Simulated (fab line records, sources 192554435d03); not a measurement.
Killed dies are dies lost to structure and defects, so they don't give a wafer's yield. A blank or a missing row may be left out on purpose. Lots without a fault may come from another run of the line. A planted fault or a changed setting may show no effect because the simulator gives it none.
fab line records | flow n5_finfet
record lots=9 wafers=27 last_day=18
route steps=1938 shown FIN_SAQP@132 FIN_CUT@165 BEOL_M4@1111 PASSIVATION@1936
lots that met no fault: from a run of the same line without faults
start_h: hours from the record's first day to the start of the lot's first wafer shown | wait_h: hours since the lot's step before | " the same as in the row above | L1.1+2: a row that stands for several wafers | - no value, or no start given | * or withheld: withheld | < > ~ a bound
route shown NAME@n: a module of which the file shows steps, and the number in the route of the first | usual: mean/standard deviation of fault-free wafers | same: alike in all rows | chamber/n: place in a boat | sites: the reading at each site | _std_site: their standard deviation | _edge_site: outer sites' mean less inner sites' | radius_mm: how far each site lies from the wafer's centre | mask NAME#n: copy n | behind: the tool/chamber that last shaped the wafer | hold: why the lot was held/for how many hours/how that ended | device: the transistor (n, p or np) that didn't switch | end of line: the same wafers' tests at the end of the route | a step without rows: its recipe alone | killed: dies lost to structure and defects at the first sort, not the wafer's yield | map: a wafer's dies, x killed, . not, _ none there
set.NAME: the setting as run; set.NAME@STEP: as run at that earlier step | model.NAME: the simulator's own value behind a step, which no gauge read
steps of the route over a sample of lots; a table a step, a row a wafer
services: from which hour (start_h, from the record's first day; less than 0 if before it) a tool's chamber was out of use, for how many hours, and why
## steps
# step N5_FIN_SAQP_RECESS_63
# recipe chemistry=HF/NH3 target=SiO2 target_depth_a=180 afs_cycles=3 temp_c=30 sublimation_temp_c=180 sublimation_time_s=60
# usual drypump_motor_current_A=5.89/0.18
# same sublimation_time_s=60
# columns lot.wafer tool chamber start_h wait_h drypump_motor_current_A
L785.2 vapor_etch-01 0 25.46 0.1 6.17
L785.5 " 0 " " 6.17
L785.6 " 1 " " 5.91
L786.2 vapor_etch-01 0 32.65 0.1 6.17
L786.3 " 0 " " 6.21
L786.4 " 1 " " 5.90
L790.3 vapor_etch-01 0 54.07 0.2 6.11
L790.5 " 1 " " 5.88
L790.6 " 0 " " 6.13
L792.1 vapor_etch-02 1 67.39 0.1 5.97
L792.3 " 1 " " 5.96
L792.6 " 1 " " 5.96
L793.1 vapor_etch-02 1 72.75 0.1 5.95
L793.3 " 1 " " 5.98
L793.4 " 0 " " 5.67
L796.2 vapor_etch-01 1 90.57 0.1 5.88
L796.3 " 0 " " 6.15
L796.6 " 1 " " 5.88
L797.1 vapor_etch-02 1 98.99 0.1 5.97
L797.4 " 0 " " 5.65
L797.6 " 0 " " 5.67
L799.2 vapor_etch-02 0 107.99 0.1 5.66
L799.4 " 1 " " 5.96
L799.5 " 1 " " 5.97
L800.2 vapor_etch-02 0 114.48 0.1 5.67
L800.4 " 0 " " 5.68
L800.5 " 1 " " 5.95
# step N5_FIN_SAQP_HM_OPEN_33
# recipe chemistry=CH3F/O2 target=SiNx mask_material=SiO2 target_depth_a=494 time_s=70.6 pressure_mtorr=30 source_w=395 bias_w=73 Ar_flow_sccm=150 CH3F_flow_sccm=30 O2_flow_sccm=20 ion_energy_ev=120 ends=cleared
# usual drypump_motor_current_A=5.8/0.41 etch_rf_on_time_s=68.9/1.1 oes_product_au=0.69/0.052 rf_vpp_V=298/4.1 showerhead_plenum_p_Torr=2.03/0.056 throttle_valve_pct=16.34/0.21
# columns lot.wafer tool chamber start_h wait_h drypump_motor_current_A etch_rf_on_time_s oes_product_au rf_hours_counter_h rf_vpp_V showerhead_plenum_p_Torr throttle_valve_pct
L785.2 rie_diel-06 1 26.85 0.0 5.7 67.1 0.79 19 303 2.04 16.23
L785.5 " 2 " " 5.0 68.1 0.67 - 299 2.10 16.13
L785.6 " 3 " " 5.9 69.2 0.69 - 296 2.02 16.20
L786.2 rie_diel-01 3 34.26 0.1 5.6 68.0 0.70 89 299 2.03 16.41
L786.3 " 1 " " 5.7 67.8 0.76 37 298 2.04 16.20
L786.4 " 0 " " 5.7 70.1 0.79 23 302 2.12 16.26
L790.3 rie_diel-06 3 55.88 0.0 5.9 70.0 0.68 104 295 2.02 16.24
L790.5 " 3 " " 5.9 69.2 0.67 - 295 2.02 16.25
L790.6 " 2 " " 5.0 69.3 0.65 - 301 2.09 16.15
L792.1 rie_diel-06 2 68.91 0.1 5.0 66.9 0.65 142 301 2.09 16.18
L792.3 " 1 " " 5.7 68.3 0.76 35 305 2.04 16.27
L792.6 " 3 " " 5.9 68.6 0.67 - 296 2.01 16.22
L793.1 rie_diel-04 0 74.35 0.0 6.4 68.4 0.61 234 291 1.89 16.59
L793.3 " 1 " " 5.3 67.7 0.73 57 293 2.02 15.93
L793.4 " 2 " " 5.4 68.7 0.63 165 300 2.07 16.77
L796.2 rie_diel-06 0 92.04 0.0 5.9 70.6 0.64 159 291 1.99 16.48
L796.3 " 2 " " 5.1 69.2 0.65 149 302 2.09 16.18
L796.6 " 1 " " 5.7 70.7 0.75 - 303 2.03 16.29
L797.1 rie_diel-06 0 102.41 0.1 5.9 67.6 0.64 164 292 1.99 16.49
L797.4 " 3 " " 5.9 69.9 0.66 122 297 2.01 16.26
L797.6 " 0 " " 6.0 71.3 0.64 - 292 1.99 16.48
L799.2 rie_diel-01 0 109.35 0.0 5.7 66.9 0.75 48 303 2.11 16.29
L799.4 " 2 " " 6.3 68.4 0.76 40 296 1.96 16.39
L799.5 " 3 " " 5.6 69.0 0.69 - 298 2.02 16.45
L800.2 rie_diel-01 2 115.85 0.1 6.2 67.2 0.75 43 295 1.96 16.38
L800.4 " 1 " " 5.8 67.9 0.73 66 297 2.03 16.28
L800.5 " 1 " " 5.7 67.1 0.73 - 298 2.03 16.28
# step N5_FIN_SAQP_HM_CD_35
# recipe target_cd_nm=8 polarity=line
# usual cd_nm=8.17/0.23
# columns lot.wafer tool chamber start_h wait_h cd_nm
L785.2 cd_sem-01 - 27.07 0.1 8.33
L785.5 " - " " 8.38
L785.6 " - " " 8.05
L786.2 cd_sem-01 - 34.48 0.1 8.01
L786.3 " - " " 8.16
L786.4 " - " " 8.22
L790.3 cd_sem-02 - 56.10 0.1 7.89
L790.5 " - " " 8.20
L790.6 " - " " 8.03
L792.1 cd_sem-03 - 69.12 0.1 8.12
L792.3 " - " " 7.75
L792.6 " - " " 7.97
L793.1 cd_sem-03 - 74.57 0.1 8.26
L793.3 " - " " 8.15
L793.4 " - " " 8.07
L796.2 cd_sem-01 - 92.26 0.1 8.25
L796.3 " - " " 8.21
L796.6 " - " " 8.34
L797.1 cd_sem-02 - 102.62 0.1 8.19
L797.4 " - " " 8.31
L797.6 " - " " 8.19
L799.2 cd_sem-02 - 109.57 0.1 8.06
L799.4 " - " " 8.33
L799.5 " - " " 8.09
L800.2 cd_sem-01 - 116.07 0.1 7.92
L800.4 " - " " 8.33
L800.5 " - " " 8.63
# step N5_FIN_SAQP_ETCH_64
# recipe chemistry=CF4 target=SiO2 target_depth_a=15 ion_energy_ev=350 pressure_mtorr=10 icp_w=800 bias_w=400 cf4_flow_sccm=80
# usual drypump_motor_current_A=6.0/0.54 oes_product_au=1.004/0.017 throttle_valve_pct=21.85/0.22
# columns lot.wafer tool chamber start_h wait_h drypump_motor_current_A oes_product_au rf_hours_counter_h throttle_valve_pct
L785.2 rie_si-04 2 27.12 0.0 6.6 0.999 61 21.52
L785.5 " 0 " " 5.8 0.987 - 21.48
L785.6 " 1 " " 6.1 0.987 - 21.79
L786.2 rie_si-01 1 34.53 0.0 6.8 0.992 62 21.90
L786.3 " 2 " " 5.5 1.035 18 22.00
L786.4 " 3 " " 6.7 1.001 172 21.94
L790.3 rie_si-02 0 56.14 0.0 5.1 1.038 9 22.02
L790.5 " 3 " " 5.6 0.988 - 21.82
L790.6 " 2 " " 5.4 1.005 - 21.71
L792.1 rie_si-02 3 69.17 0.0 5.6 0.979 90 21.82
L792.3 " 1 " " 6.1 1.003 12 21.96
L792.6 " 1 " " 6.0 0.991 - 21.98
L793.1 rie_si-01 0 74.62 0.0 5.7 1.010 129 22.18
L793.3 " 1 " " 6.8 0.988 63 21.92
L793.4 " 2 " " 5.5 1.034 19 22.01
L796.2 rie_si-01 1 92.31 0.0 6.7 0.992 63 21.90
L796.3 " 2 " " 5.5 1.023 19 22.01
L796.6 " 0 " " 5.7 1.009 - 22.18
L797.1 rie_si-01 3 102.67 0.0 6.7 0.996 173 21.95
L797.4 " 1 " " 6.8 0.983 63 21.91
L797.6 " 3 " " 6.7 1.004 - 21.95
L799.2 rie_si-04 0 109.62 0.0 5.8 0.988 101 21.48
L799.4 " 2 " " 6.6 0.999 62 21.51
L799.5 " 0 " " 5.8 0.992 - 21.48
L800.2 rie_si-04 0 116.11 0.0 5.8 0.978 102 21.48
L800.4 " 1 " " 6.1 0.972 75 21.78
L800.5 " 0 " " 5.8 0.980 - 21.49
# step N5_FIN_SAQP_INSPECT_40
# recipe inspect_instrument=brightfield mode=aei
# usual raw_defect_count=222/64
# columns lot.wafer tool chamber start_h wait_h raw_defect_count
L785.2 defect_inspect-02 - 27.39 0.0 260
L785.5 " - " " 178
L785.6 " - " " 262
L786.2 defect_inspect-02 - 34.80 0.0 165
L786.3 " - " " 348
L786.4 " - " " 284
L790.3 defect_inspect-01 - 56.41 0.0 205
L790.5 " - " " 247
L790.6 " - " " 141
L792.1 defect_inspect-02 - 69.44 0.0 348
L792.3 " - " " 279
L792.6 " - " " 352
L793.1 defect_inspect-02 - 74.90 0.0 157
L793.3 " - " " 113
L793.4 " - " " 137
L796.2 defect_inspect-01 - 92.62 0.0 260
L796.3 " - " " 258
L796.6 " - " " 216
L797.1 defect_inspect-01 - 102.94 0.0 215
L797.4 " - " " 240
L797.6 " - " " 246
L799.2 defect_inspect-02 - 109.89 0.0 177
L799.4 " - " " 1006
L799.5 " - " " 997
L800.2 defect_inspect-02 - 116.38 0.0 252
L800.4 " - " " 254
L800.5 " - " " 1027
# step N5_FIN_CUT_INSPECT_10
# recipe mode=adi inspect_instrument=brightfield
# usual raw_defect_count=42/11
# columns lot.wafer tool chamber start_h wait_h raw_defect_count
L785.2 defect_inspect-02 - 27.78 0.0 39
L785.5 " - " " 35
L785.6 " - " " 38
L786.2 defect_inspect-02 - 35.19 0.0 39
L786.3 " - " " 52
L786.4 " - " " 50
L790.3 defect_inspect-01 - 56.93 0.0 44
L790.5 " - " " 34
L790.6 " - " " 23
L792.1 defect_inspect-01 - 69.83 0.1 57
L792.3 " - " " 40
L792.6 " - " " 61
L793.1 defect_inspect-02 - 75.29 0.1 35
L793.3 " - " " 41
L793.4 " - " " 24
L796.2 defect_inspect-02 - 93.13 0.0 52
L796.3 " - " " 53
L796.6 " - " " 36
L797.1 defect_inspect-01 - 103.46 0.1 45
L797.4 " - " " 51
L797.6 " - " " 40
L799.2 defect_inspect-01 - 110.28 0.0 48
L799.4 " - " " 836
L799.5 " - " " 841
L800.2 defect_inspect-01 - 116.77 0.0 53
L800.4 " - " " 63
L800.5 " - " " 843
# step N5_BEOL_M4_RC_MEAS_101
# usual DIBL_N=36.5/1.2 DIBL_P=36.5/1.6 IOFF_N=0.162/0.023 IOFF_P=0.221/0.03 ION_N=678/8 ION_P=466/6.3 SS_N=71.6/0.46 SS_P=73.3/0.57 VT_N=249.2/2.6 VT_P=-249/3.3
# columns lot.wafer tool chamber start_h wait_h DIBL_N[mV/V] DIBL_P[mV/V] IOFF_N[nA/um] IOFF_P[nA/um] ION_N[uA/um] ION_P[uA/um] SS_N[mV/dec] SS_P[mV/dec] VT_N[mV] VT_P[mV]
L785.2 prober-02 0 183.81 0.3 38.6 36.2 0.178 0.225 683 463 71.8 73.7 247.0 -252
L785.5 " 0 " " 36.6 34.8 0.144 0.207 665 460 71.2 73.2 249.8 -250
L785.6 " 0 " " 37.1 34.5 0.149 0.197 679 463 72.2 72.9 249.5 -252
L786.2 prober-02 0 227.78 0.2 36.0 36.5 0.144 0.206 675 469 71.5 73.3 252.9 -250
L786.3 " 0 " " 37.7 39.4 0.172 0.268 675 476 71.9 73.8 246.7 -247
L786.4 " 0 " " 38.3 39.4 0.186 0.272 688 475 71.6 73.1 248.1 -244
L790.3 prober-02 0 251.41 0.3 36.1 37.8 0.161 0.257 681 471 72.2 74.1 250.2 -245
L790.5 " 0 " " 36.5 37.9 0.169 0.252 686 475 72.2 73.7 248.9 -245
L790.6 " 0 " " 35.3 36.7 0.151 0.234 677 470 72.2 73.3 248.3 -245
L792.1 prober-02 0 254.83 0.0 36.9 37.8 0.162 0.189 680 459 71.5 73.0 250.4 -253
L792.3 " 0 " " 36.6 37.4 0.155 0.180 667 454 71.3 74.0 251.2 -254
L792.6 " 0 " " 36.5 37.5 0.156 0.176 682 460 71.9 72.5 250.6 -256
L793.1 prober-02 0 257.33 0.0 35.8 36.0 0.152 0.205 680 465 71.8 73.0 252.3 -252
L793.3 " 0 " " 35.8 36.5 0.151 0.210 669 458 71.4 73.1 249.7 -250
L793.4 " 0 " " 35.5 35.2 0.148 0.194 682 464 71.0 73.2 250.3 -252
L796.2 prober-02 0 287.76 0.2 35.7 35.1 0.158 0.179 681 454 71.3 73.0 252.5 -254
L796.3 " 0 " " 36.7 35.9 0.175 0.192 680 455 71.9 73.6 246.2 -254
L796.6 " 0 " " 36.8 36.9 0.188 0.210 689 463 72.1 73.7 249.9 -250
L797.1 prober-02 0 290.03 0.0 37.5 36.6 0.181 0.252 674 459 72.5 73.3 250.2 -246
L797.4 " 0 " " 38.3 38.0 0.198 0.271 677 466 72.7 73.6 248.7 -245
L797.6 " 0 " " 36.6 36.3 0.161 0.251 673 465 71.7 72.7 247.8 -245
L799.2 prober-02 0 291.12 0.3 35.8 35.7 0.152 0.210 676 464 71.9 73.0 250.9 -250
L799.4 " 0 " " 36.0 35.9 0.150 0.220 668 458 71.1 72.9 252.0 -249
L799.5 " 0 " " 37.3 36.7 0.168 0.224 667 461 71.9 74.1 250.8 -248
L800.2 prober-02 0 312.46 0.2 36.4 36.0 0.158 0.192 674 459 72.3 73.2 247.5 -252
L800.4 " 0 " " 35.2 34.9 0.139 0.184 671 460 71.1 73.0 249.5 -252
L800.5 " 0 " " 35.3 34.5 0.131 0.173 667 463 71.5 72.2 254.4 -253
# step N5_PASSIVATION_PROBE_49
# usual defect_limited_yield=91.2/1.3 killed_at_M0_to_M3=34/9.2 killed_at_M4_up=14/5 killed_at_contacts=13/6.7 killed_at_front_end=39/12 killed_at_other=4/3.3 killed_dies=104/15 killed_on_rim=14/3.7 killed_open=68/12 killed_short=34/7.5 sort_bin_5_function=5.2/0.87 sort_bin_6_memory=3.3/0.63 sort_n_pass=1076/15 sort_yield_pct=91.2/1.3
# same gross_dies=1180 killed_at_back_side=0 sort_bin_4_leakage[%]=0 sort_bin_8_speed[%]=0
# columns lot.wafer tool chamber start_h wait_h defect_limited_yield[%] killed_at_M0_to_M3 killed_at_M4_up killed_at_contacts killed_at_front_end killed_at_other killed_dies killed_on_rim killed_open killed_short sort_bin_5_function[%] sort_bin_6_memory[%] sort_n_pass sort_yield_pct[%]
L799.2 prober-02 - 395.86 0.1 90.9 33 10 8 53 3 107 19 52 53 5.3 3.1 1073 90.9
L799.4 prober-02 - 395.96 0.2 85.2 25 7 21 116 6 175 29 60 26 8.6 3.6 1005 85.2
L799.5 prober-02 - 396.01 0.2 85.8 16 9 21 115 6 167 25 53 30 8.7 3.1 1013 85.8
L800.2 prober-01 - 420.36 0.1 92.3 42 6 9 32 2 91 9 54 35 4.2 3.2 1089 92.3
L800.4 prober-01 - 420.46 0.2 91.3 32 15 6 49 1 103 11 64 38 5.4 3.1 1077 91.3
L800.5 prober-01 - 420.51 0.2 85.3 37 15 5 114 2 173 32 64 28 8.7 3.4 1007 85.3
# killed by level:class
L799.2 FIN_SAQP:geometric_particle:short=25 FIN_SAQP:geometric_particle:open=14 BEOL_M0_SAQP:geometric_particle:short=8 MOL_CONTACT_COAG:geometric_particle:open=6 BEOL_M0_SAQP:geometric_particle:open=6 BEOL_M2:geometric_particle:open=5 DUMMY_GATE:geometric_particle:open=3 DUMMY_GATE:geometric_particle:short=3
L799.4 FIN_SAQP:unspecified=88 MOL_CONTACT_COAG:geometric_particle:open=19 FIN_SAQP:geometric_particle:open=8 BEOL_M0_SAQP:geometric_particle:open=8 BEOL_M1:geometric_particle:open=5 STI_FIN_REVEAL:geometric_particle:open=4 BEOL_M0_SAQP:geometric_particle:short=4 PAD_METAL:geometric_particle:short=4
L799.5 FIN_SAQP:unspecified=83 MOL_CONTACT_COAG:geometric_particle:open=15 FIN_SAQP:geometric_particle:open=13 FIN_SAQP:geometric_particle:short=8 MOL_CONTACT_COAG:geometric_particle:short=6 BEOL_M3:geometric_particle:short=4 DUMMY_GATE:geometric_particle:open=3 MIM_TOP:geometric_particle:open=3
L800.2 BEOL_M1:geometric_particle:open=14 BEOL_M0_SAQP:geometric_particle:short=10 FIN_SAQP:geometric_particle:short=8 STI_FIN_REVEAL:geometric_particle:open=8 MOL_CONTACT_COAG:geometric_particle:open=8 BEOL_M0_SAQP:geometric_particle:open=8 STARTING-WAFER:geometric_particle:short=4 BEOL_M2:geometric_particle:open=3
L800.4 STI_FIN_REVEAL:geometric_particle:open=11 FIN_SAQP:geometric_particle:open=9 BEOL_M2:geometric_particle:open=8 BEOL_M0_SAQP:geometric_particle:short=7 BEOL_M4:geometric_particle:short=7 GATE_CUT:geometric_particle:short=6 BEOL_M1:geometric_particle:open=6 MOL_CONTACT_COAG:geometric_particle:open=6
L800.5 FIN_SAQP:unspecified=81 BEOL_M0_SAQP:geometric_particle:open=10 BEOL_M4:geometric_particle:open=10 BEOL_M0_SAQP:geometric_particle:short=8 BEOL_M1:geometric_particle:open=7 STI_FIN_REVEAL:geometric_particle:open=6 DUMMY_GATE:geometric_particle:open=6 FIN_SAQP:geometric_particle:short=5
## services
# columns tool chamber start_h hours kind
vapor_etch-01 - 15.68 0.7 repair
rie_diel-04 - 35.16 2.8 pm
rie_si-02 0 58.77 24.3 repair
vapor_etch-01 - 60.03 15.6 pm
rie_si-04 0 87.16 1.8 repair
rie_si-01 - 94.55 1.6 repair
rie_si-01 - 97.24 0.1 repair
rie_diel-04 1 106.06 2.9 repair
rie_si-01 3 109.37 7.2 repair
vapor_etch-01 - 112.66 2.8 pm
## key
first_sign step=N5_FIN_SAQP_INSPECT_40 reading=raw_defect_count direction=up sigmas=12 usual=222 struck=1010
effect step=N5_FIN_CUT_INSPECT_10 reading=raw_defect_count direction=up sigmas=71 usual=42 struck=840
effect step=N5_PASSIVATION_PROBE_49 reading=killed_at_front_end direction=up sigmas=6.2 usual=39 struck=115
more_kills_born_at N5_FIN_SAQP_RECESS_63@vapor_etch-02=252
met_at N5_FIN_SAQP_RECESS_63
struck_lots L799,L800
struck_wafers L799.4,L799.5,L800.5
not_acting_at N5_FIN_SAQP_HM_OPEN_33,N5_FIN_SAQP_HM_CD_35,N5_FIN_SAQP_ETCH_64
onset_between 98.99 107.99
fault kind=chamber_particle_source tool=vapor_etch-02 chamber=1 onset_h=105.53 steps=N5_FIN_SAQP_RECESS_63 rate_per_visit_cm2=1.2242 end_h=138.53
